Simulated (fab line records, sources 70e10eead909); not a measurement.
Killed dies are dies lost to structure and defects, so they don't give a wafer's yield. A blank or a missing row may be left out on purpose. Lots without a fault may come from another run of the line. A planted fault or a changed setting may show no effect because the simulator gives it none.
Which tool did it? | flow nand_harc | 24 lots, 72 wafers sampled, at 6 steps of a route of 1159

WHAT THE GAUGES READ, wafer by wafer
The record holds no reading of a measuring or inspecting step that can be judged against a usual standard deviation.

WHICH TOOL RAN EACH LOT (tool, then ch and the chambers of the sampled wafers, then the start)
lot  | NHARC_P_GATE_STRIP_75                | NHARC_P_GATE_STRIP_95                | NHARC_P_CONTACT_ETCH_35            | NHARC_P_CONTACT_ETCH_36                       | NHARC_P_CONTACT_CMP_24        | NHARC_P_M0_PVD_20
L074 | plasma_asher-02 ch 0,1, day 4 20:32  | plasma_asher-02 ch 0,1, day 5 00:29  | rie_diel-12 ch 0,2,3, day 5 04:11  | rie_diel-12 ch 0,1,3, day 5 13:20 or earlier  | cmp-02 ch 1,2, day 5 13:20    | pvd_sputter-01, no start
L075 | plasma_asher-02 ch 0,1, day 5 11:34  | plasma_asher-02 ch 0,1, day 5 15:27  | rie_diel-01 ch 2,3, day 5 19:22    | rie_diel-01 ch 2,3, day 5 19:33               | cmp-03 ch 1,2,3, day 6 06:01  | pvd_sputter-01, no start
L076 | plasma_asher-01 ch 0,1, day 5 17:12  | plasma_asher-01 ch 0,1, day 5 21:07  | rie_diel-12 ch 1,3, day 6 01:02    | rie_diel-12 ch 1,2,3, day 6 07:57 or earlier  | cmp-03 ch 0,1,3, day 6 07:57  | pvd_sputter-02, no start
L077 | plasma_asher-02 ch 0,1, day 5 23:46  | plasma_asher-02 ch 0,1, day 6 03:31  | rie_diel-01 ch 1,2,3, day 6 07:15  | rie_diel-01 ch 0,1, day 6 13:40 or earlier    | cmp-03 ch 0,2, day 6 13:40    | pvd_sputter-03, no start
L080 | plasma_asher-02 ch 1, day 6 05:40    | plasma_asher-02 ch 0,1, day 6 09:34  | rie_diel-02 ch 0,1,3, day 6 13:37  | rie_diel-02 ch 0,1,2, day 6 16:23 or earlier  | cmp-04 ch 1,2, day 6 16:23    | pvd_sputter-02, no start
L079 | plasma_asher-01 ch 0,1, day 6 06:08  | plasma_asher-01 ch 0,1, day 6 09:59  | rie_diel-12 ch 0,3, day 6 13:52    | rie_diel-12 ch 1,2,3, day 6 16:27 or earlier  | cmp-03 ch 0,2, day 6 16:27    | pvd_sputter-03, no start
L078 | plasma_asher-02 ch 0,1, day 6 09:55  | plasma_asher-01 ch 0,1, day 6 13:58  | rie_diel-12 ch 0,1,3, day 6 17:35  | rie_diel-12 ch 0,1,2, day 6 20:14 or earlier  | cmp-03 ch 0,2,3, day 6 20:14  | pvd_sputter-01, no start
L081 | plasma_asher-02 ch 0,1, day 7 02:23  | plasma_asher-01 ch 0,1, day 7 06:17  | rie_diel-12 ch 0,1,3, day 7 10:17  | rie_diel-12 ch 0,1,2, day 7 15:20 or earlier  | cmp-02 ch 0,1,3, day 7 15:20  | pvd_sputter-02, no start
L082 | plasma_asher-01 ch 0,1, day 7 09:16  | plasma_asher-02 ch 0,1, day 7 12:56  | rie_diel-12 ch 0,2,3, day 7 16:50  | rie_diel-12 ch 0,1,2, day 8 02:34 or earlier  | cmp-04 ch 0,1,2, day 8 02:34  | pvd_sputter-03, no start
L083 | plasma_asher-02 ch 0,1, day 7 17:41  | plasma_asher-01 ch 0,1, day 7 21:27  | rie_diel-12 ch 0,3, day 8 01:10    | rie_diel-12 ch 0,1, day 8 04:00 or earlier    | cmp-02 ch 1,3, day 8 04:00    | pvd_sputter-03, no start
L084 | plasma_asher-02 ch 0,1, day 7 21:29  | plasma_asher-02 ch 0,1, day 8 01:14  | rie_diel-01 ch 1,2, day 8 04:49    | rie_diel-01 ch 2,3, day 8 07:41 or earlier    | cmp-04 ch 0,1,2, day 8 07:41  | pvd_sputter-02, no start
L085 | plasma_asher-01 ch 0,1, day 8 00:01  | plasma_asher-01 ch 0, day 8 03:55    | rie_diel-01 ch 0,2, day 8 07:56    | rie_diel-01 ch 0,1,3, day 8 15:53 or earlier  | cmp-03 ch 0,2,3, day 8 15:53  | pvd_sputter-03, no start
L088 | plasma_asher-01 ch 0,1, day 8 15:42  | plasma_asher-01 ch 0,1, day 8 20:03  | rie_diel-01 ch 2,3, day 8 23:49    | rie_diel-01 ch 2,3, day 9 02:28 or earlier    | cmp-04 ch 0,1,3, day 9 02:28  | pvd_sputter-03, no start
L086 | plasma_asher-01 ch 0,1, day 8 16:40  | plasma_asher-01 ch 0,1, day 8 21:05  | rie_diel-01 ch 1,2,3, day 9 00:49  | rie_diel-01 ch 1,2,3, day 9 03:26 or earlier  | cmp-03 ch 0,1,2, day 9 03:26  | pvd_sputter-03, no start
L087 | plasma_asher-01 ch 0,1, day 8 17:02  | plasma_asher-01 ch 0,1, day 8 21:53  | rie_diel-01 ch 1,2, day 9 01:59    | rie_diel-01 ch 0,1,2, day 9 04:35 or earlier  | cmp-02 ch 1,2,3, day 9 04:35  | pvd_sputter-02, no start
L089 | plasma_asher-01 ch 0,1, day 9 01:48  | plasma_asher-01 ch 0,1, day 9 05:44  | rie_diel-01 ch 1,3, day 9 09:27    | rie_diel-01 ch 0,1,2, day 9 21:21 or earlier  | cmp-02 ch 0,2, day 9 21:21    | pvd_sputter-01, no start
L090 | plasma_asher-02 ch 0,1, day 9 03:13  | plasma_asher-02 ch 0,1, day 9 07:08  | rie_diel-01 ch 0,2, day 9 11:39    | rie_diel-01 ch 2,3, day 9 21:37 or earlier    | cmp-02 ch 0,2,3, day 9 21:37  | pvd_sputter-03, no start
L092 | plasma_asher-02 ch 0,1, day 9 16:32  | plasma_asher-01 ch 0, day 9 20:24    | rie_diel-02 ch 0,1,3, day 10 00:26 | rie_diel-02 ch 0,2, day 10 07:31 or earlier   | cmp-04 ch 0,2, day 10 07:31   | pvd_sputter-02, no start
L091 | plasma_asher-02 ch 0,1, day 9 17:04  | plasma_asher-01 ch 0,1, day 9 21:11  | rie_diel-01 ch 0,1,2, day 10 01:04 | rie_diel-01 ch 2,3, day 10 08:02 or earlier   | cmp-03 ch 0,3, day 10 08:02   | pvd_sputter-01, no start
L094 | plasma_asher-01 ch 0,1, day 10 10:47 | plasma_asher-01 ch 0,1, day 10 14:43 | rie_diel-02 ch 1,2,3, day 10 18:25 | rie_diel-02 ch 0,1,3, day 10 21:02 or earlier | cmp-02 ch 0,1,2, day 10 21:02 | pvd_sputter-03, no start
L095 | plasma_asher-02 ch 0,1, day 10 10:58 | plasma_asher-02 ch 0,1, day 10 14:53 | rie_diel-01 ch 0,1,2, day 10 18:46 | rie_diel-01 ch 1,2,3, day 10 21:31 or earlier | cmp-03 ch 1,2,3, day 10 21:31 | pvd_sputter-01, no start
L093 | plasma_asher-01 ch 0,1, day 10 17:33 | plasma_asher-01 ch 0,1, day 10 21:27 | rie_diel-01 ch 0,1,2, day 11 01:02 | rie_diel-01 ch 0,1,3, day 11 03:41 or earlier | cmp-02 ch 1,2,3, day 11 03:41 | pvd_sputter-01, no start
L096 | plasma_asher-02 ch 0,1, day 10 18:05 | plasma_asher-02 ch 0,1, day 10 22:01 | rie_diel-12 ch 0,2,3, day 11 01:43 | rie_diel-12 ch 0,2,3, day 11 04:19 or earlier | cmp-04 ch 0,1, day 11 04:19   | pvd_sputter-03, no start
L097 | plasma_asher-02 ch 0,1, day 11 01:32 | plasma_asher-02 ch 0, day 11 05:18   | rie_diel-12 ch 0,1,2, day 11 09:11 | rie_diel-12 ch 0,1,2, day 11 13:20 or earlier | cmp-04 ch 1,2,3, day 11 13:20 | pvd_sputter-02, no start
- NHARC_P_GATE_STRIP_75: strips in O2.
- NHARC_P_GATE_STRIP_95: strips in O2.
- NHARC_P_CONTACT_ETCH_35: etches the open film in CF4, target depth 39 nm, time 65 s.
- NHARC_P_CONTACT_ETCH_36: etches the open film in N2/H2, target depth 260 nm, time 406.25 s.
- NHARC_P_CONTACT_CMP_24: polishes, t overpolish 30 s, target thk 200 nm.
- NHARC_P_M0_PVD_20: deposits TaN, target thk 5 nm, time 8.06 s.

WHAT THE TOOLS THEMSELVES READ (means of the sampled wafers that have a number; where no wafer has one, the mark that the record gives instead)
NHARC_P_GATE_STRIP_75.
lot  | tool            | drypump_motor_current_A (A) | heater_power_w (W)
L074 | plasma_asher-02 | 6.1                         | 294
L075 | plasma_asher-02 | 6.1                         | 304
L076 | plasma_asher-01 | 6.0                         | 293
L077 | plasma_asher-02 | 6.2                         | 299
L080 | plasma_asher-02 | 6.4                         | 302
L079 | plasma_asher-01 | 6.0                         | 294
L078 | plasma_asher-02 | 6.1                         | 304
L081 | plasma_asher-02 | 6.2                         | 302
L082 | plasma_asher-01 | 5.8                         | 308
L083 | plasma_asher-02 | 6.2                         | 297
L084 | plasma_asher-02 | 6.2                         | 300
L085 | plasma_asher-01 | 6.0                         | 297
L088 | plasma_asher-01 | 6.1                         | 298
L086 | plasma_asher-01 | 5.8                         | 310
L087 | plasma_asher-01 | 6.0                         | 295
L089 | plasma_asher-01 | 6.0                         | 295
L090 | plasma_asher-02 | 6.1                         | 299
L092 | plasma_asher-02 | 6.1                         | 294
L091 | plasma_asher-02 | 6.2                         | 299
L094 | plasma_asher-01 | 6.0                         | 296
L095 | plasma_asher-02 | 6.2                         | 299
L093 | plasma_asher-01 | 6.1                         | 296
L096 | plasma_asher-02 | 6.2                         | 300
L097 | plasma_asher-02 | 6.1                         | 304

NHARC_P_GATE_STRIP_95.
lot  | tool            | drypump_motor_current_A (A) | heater_power_w (W)
L074 | plasma_asher-02 | 6.2                         | 297
L075 | plasma_asher-02 | 6.1                         | 301
L076 | plasma_asher-01 | 6.0                         | 296
L077 | plasma_asher-02 | 6.2                         | 302
L080 | plasma_asher-02 | 6.2                         | 301
L079 | plasma_asher-01 | 5.8                         | 313
L078 | plasma_asher-01 | 6.0                         | 291
L081 | plasma_asher-01 | 5.8                         | 309
L082 | plasma_asher-02 | 6.2                         | 303
L083 | plasma_asher-01 | 6.0                         | 298
L084 | plasma_asher-02 | 6.2                         | 299
L085 | plasma_asher-01 | 6.2                         | 279
L088 | plasma_asher-01 | 6.1                         | 296
L086 | plasma_asher-01 | 5.8                         | 309
L087 | plasma_asher-01 | 5.8                         | 312
L089 | plasma_asher-01 | 5.8                         | 313
L090 | plasma_asher-02 | 6.1                         | 296
L092 | plasma_asher-01 | 6.2                         | 278
L091 | plasma_asher-01 | 6.1                         | 295
L094 | plasma_asher-01 | 5.8                         | 315
L095 | plasma_asher-02 | 6.2                         | 294
L093 | plasma_asher-01 | 6.1                         | 294
L096 | plasma_asher-02 | 6.2                         | 296
L097 | plasma_asher-02 | 5.9                         | 303

NHARC_P_CONTACT_ETCH_35.
lot  | tool        | drypump_motor_current_A (A) | oes_product_au (a.u.) | rf_vpp_V (V) | showerhead_plenum_p_Torr (Torr) | throttle_valve_pct (%)
L074 | rie_diel-12 | 5.5                         | 1.000                 | 151.0        | 1.77                            | 13.288
L075 | rie_diel-01 | 5.9                         | 1.007                 | 151.5        | 1.81                            | 13.286
L076 | rie_diel-12 | 5.1                         | 0.991                 | 151.8        | 1.80                            | 13.287
L077 | rie_diel-01 | 6.0                         | 1.004                 | 152.7        | 1.82                            | 13.291
L080 | rie_diel-02 | 5.4                         | 0.998                 | 150.1        | 1.71                            | 13.285
L079 | rie_diel-12 | 5.2                         | 1.006                 | 151.1        | 1.79                            | 13.286
L078 | rie_diel-12 | 5.4                         | 1.001                 | 151.6        | 1.81                            | 13.288
L081 | rie_diel-12 | 5.4                         | 1.002                 | 151.2        | 1.81                            | 13.280
L082 | rie_diel-12 | 5.5                         | 1.003                 | 151.4        | 1.76                            | 13.289
L083 | rie_diel-12 | 5.1                         | 1.004                 | 151.4        | 1.78                            | 13.275
L084 | rie_diel-01 | 6.2                         | 0.991                 | 152.6        | 1.88                            | 13.290
L085 | rie_diel-01 | 5.9                         | 0.988                 | 151.9        | 1.83                            | 13.284
L088 | rie_diel-01 | 5.8                         | 0.987                 | 151.0        | 1.75                            | 13.285
L086 | rie_diel-01 | 6.0                         | 0.997                 | 151.8        | 1.82                            | 13.280
L087 | rie_diel-01 | 6.1                         | 0.993                 | 153.4        | 1.88                            | 13.284
L089 | rie_diel-01 | 6.0                         | 0.984                 | 151.6        | 1.82                            | 13.279
L090 | rie_diel-01 | 5.7                         | 1.007                 | 152.1        | 1.80                            | 13.284
L092 | rie_diel-02 | 5.4                         | 1.004                 | 150.6        | 1.70                            | 13.296
L091 | rie_diel-01 | 5.9                         | 0.999                 | 151.7        | 1.84                            | 13.280
L094 | rie_diel-02 | 5.3                         | 1.002                 | 150.4        | 1.68                            | 13.280
L095 | rie_diel-01 | 5.9                         | 0.998                 | 152.0        | 1.84                            | 13.281
L093 | rie_diel-01 | 5.9                         | 0.993                 | 151.5        | 1.84                            | 13.284
L096 | rie_diel-12 | 5.5                         | 1.000                 | 150.3        | 1.76                            | 13.284
L097 | rie_diel-12 | 5.8                         | 1.008                 | 151.4        | 1.79                            | 13.283

NHARC_P_CONTACT_ETCH_36.
lot  | tool        | drypump_motor_current_A (A) | h2_flow_sccm (sccm) | oes_product_au (a.u.) | rf_vpp_V (V) | showerhead_plenum_p_Torr (Torr) | throttle_valve_pct (%)
L074 | rie_diel-12 | 5.4                         | 149.3               | 1.004                 | 432.7        | 2.10                            | 14.166
L075 | rie_diel-01 | 5.8                         | 149.7               | 1.012                 | 429.7        | 2.02                            | 14.167
L076 | rie_diel-12 | 5.5                         | 149.9               | 0.997                 | 430.6        | 2.05                            | 14.170
L077 | rie_diel-01 | 5.7                         | 150.1               | 0.999                 | 431.8        | 2.09                            | 14.166
L080 | rie_diel-02 | 5.6                         | 149.9               | 1.002                 | 428.4        | 1.96                            | 14.170
L079 | rie_diel-12 | 5.5                         | 150.3               | 0.996                 | 430.2        | 2.05                            | 14.172
L078 | rie_diel-12 | 5.8                         | 150.5               | 0.997                 | 430.9        | 2.07                            | 14.177
L081 | rie_diel-12 | 5.8                         | 149.9               | 0.996                 | 431.3        | 2.07                            | 14.167
L082 | rie_diel-12 | 5.8                         | 150.0               | 1.002                 | 431.1        | 2.07                            | 14.176
L083 | rie_diel-12 | 5.7                         | 149.9               | 0.998                 | 432.9        | 2.12                            | 14.168
L084 | rie_diel-01 | 6.0                         | 149.9               | 1.003                 | 430.9        | 2.09                            | 14.171
L085 | rie_diel-01 | 5.7                         | 150.3               | 0.998                 | 430.3        | 2.06                            | 14.177
L088 | rie_diel-01 | 5.8                         | 149.7               | 0.990                 | 429.7        | 2.02                            | 14.173
L086 | rie_diel-01 | 6.0                         | 149.9               | 0.997                 | 433.4        | 2.10                            | 14.170
L087 | rie_diel-01 | 5.9                         | 150.1               | 0.993                 | 434.1        | 2.13                            | 14.174
L089 | rie_diel-01 | 5.9                         | 149.9               | 0.996                 | 432.8        | 2.13                            | 14.173
L090 | rie_diel-01 | 5.8                         | 150.1               | 1.004                 | 429.7        | 2.02                            | 14.174
L092 | rie_diel-02 | 5.6                         | 149.8               | 1.000                 | 428.4        | 1.95                            | 14.167
L091 | rie_diel-01 | 5.8                         | 149.5               | 0.998                 | 429.7        | 2.02                            | 14.175
L094 | rie_diel-02 | 5.4                         | 150.4               | 1.001                 | 428.1        | 1.96                            | 14.176
L095 | rie_diel-01 | 6.0                         | 150.5               | 0.996                 | 432.9        | 2.10                            | 14.177
L093 | rie_diel-01 | 5.7                         | 150.0               | 1.006                 | 430.3        | 2.05                            | 14.173
L096 | rie_diel-12 | 5.6                         | 150.2               | 1.002                 | 430.9        | 2.03                            | 14.167
L097 | rie_diel-12 | 5.8                         | 149.9               | 0.998                 | 431.1        | 2.07                            | 14.172

NHARC_P_CONTACT_CMP_24.
lot  | tool   | motor_current_A (A) | overpolish_run_s (s) | time_to_endpoint_s (s)
L074 | cmp-02 | 12.9                | 29.993               | 39.7
L075 | cmp-03 | 11.7                | 29.995               | 40.6
L076 | cmp-03 | 12.8                | 29.996               | 41.4
L077 | cmp-03 | 13.1                | 30.012               | 39.6
L080 | cmp-04 | 12.2                | 30.001               | 37.8
L079 | cmp-03 | 13.2                | 29.999               | 40.1
L078 | cmp-03 | 12.7                | 30.001               | 39.7
L081 | cmp-02 | 11.7                | 30.004               | 41.3
L082 | cmp-04 | 11.4                | 29.998               | 37.5
L083 | cmp-02 | 12.9                | 29.998               | 39.3
L084 | cmp-04 | 11.6                | 30.009               | 40.9
L085 | cmp-03 | 13.4                | 30.002               | 39.7
L088 | cmp-04 | 10.8                | 29.997               | 40.9
L086 | cmp-03 | 12.7                | 29.989               | 38.3
L087 | cmp-02 | 12.1                | 30.002               | 38.0
L089 | cmp-02 | 10.9                | 29.994               | 36.6
L090 | cmp-02 | 10.2                | 29.995               | 42.2
L092 | cmp-04 | 11.1                | 30.001               | 36.3
L091 | cmp-03 | 13.6                | 30.000               | 37.3
L094 | cmp-02 | 11.8                | 30.012               | 43.8
L095 | cmp-03 | 12.0                | 30.009               | 39.4
L093 | cmp-02 | 12.2                | 29.996               | 42.4
L096 | cmp-04 | 10.4                | 30.003               | 37.0
L097 | cmp-04 | 11.8                | 30.002               | 35.4

NHARC_P_M0_PVD_20.
lot  | tool           | throttle_valve_pct (%)
L074 | pvd_sputter-01 | 30.1
L075 | pvd_sputter-01 | 30.0
L076 | pvd_sputter-02 | 29.7
L077 | pvd_sputter-03 | 29.5
L080 | pvd_sputter-02 | 31.4
L079 | pvd_sputter-03 | 29.6
L078 | pvd_sputter-01 | 29.7
L081 | pvd_sputter-02 | 29.7
L082 | pvd_sputter-03 | 29.0
L083 | pvd_sputter-03 | 28.9
L084 | pvd_sputter-02 | 30.5
L085 | pvd_sputter-03 | 28.6
L088 | pvd_sputter-03 | 28.5
L086 | pvd_sputter-03 | 28.9
L087 | pvd_sputter-02 | 29.2
L089 | pvd_sputter-01 | 30.4
L090 | pvd_sputter-03 | 28.9
L092 | pvd_sputter-02 | 29.4
L091 | pvd_sputter-01 | 30.3
L094 | pvd_sputter-03 | 28.9
L095 | pvd_sputter-01 | 29.8
L093 | pvd_sputter-01 | 30.0
L096 | pvd_sputter-03 | 29.8
L097 | pvd_sputter-02 | 29.5

THE ANSWER, worked out from the rows above alone
Rule: what is usual is taken from the lots themselves. Put in order of their means at a reading, lots are off if they are a third of the lots or fewer, leave a main group of 4 or more, and stand apart from it by a gap of 3 or more times the standard deviation of the main group's means; of several such gaps the widest counts. A main group whose means are all the same, to the digits that the tables above print for the reading, isn't used. A lot without any number at a reading at which 4 lots or more have one is off too. The other lots that the step has rows for count as sound. The gauges are gone through in route order, then the tools' own readings, and for those a lot's mean is taken as printed above. The first step at which some lot is off is used, and at that step the reading that is off furthest; a lot without a number counts as furthest.
No lot is off at any reading shown: from this, nothing can be told.

WHAT THE SIMULATOR HAD PUT IN
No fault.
